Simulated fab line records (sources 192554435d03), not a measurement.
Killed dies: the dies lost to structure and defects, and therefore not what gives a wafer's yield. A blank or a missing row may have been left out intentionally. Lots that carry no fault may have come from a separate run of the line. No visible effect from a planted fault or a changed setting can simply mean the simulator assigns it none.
The tool behind it: which one? :: flow n5-finfet :: 9 lots (27 wafers sampled), 1 step of a 1938-step route

== WHAT THE GAUGES READ, wafer by wafer ==
N5_BEOL_M4_RC_MEAS_101.
lot: L688
measured: day 9 08:02
on: prober-02
DIBL_N (mV/V): 36.5 36.4 35.1

lot: L693
measured: day 10 22:27
on: prober-01
DIBL_N (mV/V): 33.6 36.9 34.7

lot: L695
measured: day 11 01:23
on: prober-01
DIBL_N (mV/V): 33.4 34.5 36.9

lot: L701
measured: day 11 22:16
on: prober-02
DIBL_N (mV/V): 37.8 36.2 37.5

lot: L699
measured: day 12 11:36
on: prober-01
DIBL_N (mV/V): 36.2 38.6 37.3

lot: L700
measured: day 12 17:02
on: prober-02
DIBL_N (mV/V): 34.8 36.3 40.9

lot: L705
measured: day 13 03:50
on: prober-02
DIBL_N (mV/V): 36.2 37.3 34.6

lot: L709
measured: day 14 03:56
on: prober-02
DIBL_N (mV/V): 35.4 35.7 38.8

lot: L710
measured: day 15 06:46
on: prober-01
DIBL_N (mV/V): 35.3 35.7 37.0

== TOOL THAT RAN EACH LOT (tool first, then ch and the chambers of the sampled wafers, then the start) ==
No process step before these readings appears in the record.

== THE ANSWER, worked out from the rows above alone ==
Rule: usual is defined by the lots themselves. Put in order of their means at a reading, lots are off if they are a third of the lots or fewer, leave a main group of 4 or more, and stand apart from it by a gap of 3 or more times the standard deviation of the main group's means; of several such gaps the widest counts. If all means in a main group match to the digits the tables above print for the reading, that group is not used. A lot without any number at a reading at which 4 lots or more have one is off too. All remaining lots with rows at the step are treated as sound.
No lot is off on any of the readings shown, so nothing can be concluded from this.

== WHAT HAD BEEN PUT IN BY THE SIMULATOR ==
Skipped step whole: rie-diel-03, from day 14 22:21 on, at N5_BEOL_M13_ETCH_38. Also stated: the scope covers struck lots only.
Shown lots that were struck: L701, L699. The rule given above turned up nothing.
